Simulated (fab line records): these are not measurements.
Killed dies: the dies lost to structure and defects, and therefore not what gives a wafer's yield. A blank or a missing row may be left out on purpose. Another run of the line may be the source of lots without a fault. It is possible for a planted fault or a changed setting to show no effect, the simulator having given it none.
Chamber matching + flow n5_finfet + 4 sister chambers for N5_MOL_CONTACT_COAG_CMP_28 on cmp-01
The step polishes, stops on SiNx, t overpolish 0.85 s, target thk 14.522 nm. 16 wafers are shown with their chamber, then 8 later ones without.

## EACH WAFER AND ITS CHAMBER
| wafer  | chamber | motor_current_A (A) | time_to_endpoint_s (s) |
|--------|---------|---------------------|------------------------|
| L077.1 | 1       | 14.8                | 4.5                    |
| L077.3 | 2       | 12.9                | 5.0                    |
| L077.5 | 2       | 13.1                | 4.5                    |
| L078.2 | 2       | 12.3                | 3.2                    |
| L078.4 | 0       | 10.9                | 4.4                    |
| L078.5 | 2       | 12.3                | 4.9                    |
| L079.3 | 2       | 13.1                | 1.5                    |
| L079.4 | 3       | 11.4                | 2.6                    |
| L079.6 | 0       | 10.7                | 5.2                    |
| L080.1 | 0       | 11.1                | 3.8                    |
| L080.2 | 3       | 11.4                | 4.5                    |
| L080.6 | 3       | 11.1                | 3.5                    |
| L087.2 | 1       | 14.7                | 3.9                    |
| L087.4 | 0       | 10.8                | 3.8                    |
| L087.6 | 3       | 11.7                | 3.9                    |
| L088.2 | 2       | 12.3                | 3.6                    |

SIGNATURES (means of the wafers above)
| reading            | chamber 0 | chamber 1 | chamber 2 | chamber 3 | scatter within a chamber |
|--------------------|-----------|-----------|-----------|-----------|--------------------------|
| motor_current_A    | 10.875    | 14.750    | 12.667    | 11.400    | 0.304                    |
| time_to_endpoint_s | 4.300     | 4.200     | 3.783     | 3.625     | 1.01                     |
Rule: distance of a wafer from a chamber = root of the sum over the readings of ((wafer's reading minus chamber's mean) / reading's scatter) squared. The wafer belongs to the nearest chamber; if the next one is less than 2 further off, it can't be placed. The scatter is the square root of a quotient: the sum, over the shown wafers, of each reading's squared deviation from its chamber's mean, divided by wafers minus chambers.

## WAFERS WITHOUT THEIR CHAMBER
| wafer  | motor_current_A (A) | time_to_endpoint_s (s) |
|--------|---------------------|------------------------|
| L088.3 | 11.0                | 5.7                    |
| L088.5 | 11.3                | 3.7                    |
| L091.2 | 12.4                | 3.8                    |
| L091.4 | 15.2                | 3.2                    |
| L091.6 | 11.5                | 4.7                    |
| L096.1 | 14.4                | 7.6                    |
| L096.2 | 11.1                | 5.7                    |
| L096.3 | 12.9                | 9.3                    |

## WHICH CHAMBER EACH WENT THROUGH
| wafer  | from the rows above     | in truth |
|--------|-------------------------|----------|
| L088.3 | can't be placed: 0 or 3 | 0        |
| L088.5 | can't be placed: 3 or 0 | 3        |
| L091.2 | 2                       | 2        |
| L091.4 | 1                       | 1        |
| L091.6 | can't be placed: 3 or 0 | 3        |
| L096.1 | 1                       | 1        |
| L096.2 | can't be placed: 0 or 3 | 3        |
| L096.3 | can't be placed: 2 or 3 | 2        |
3 of 8 placed correctly. Not placeable from these rows: 5 (in 5, the candidates include the true chamber). Wrongly placed: 0.
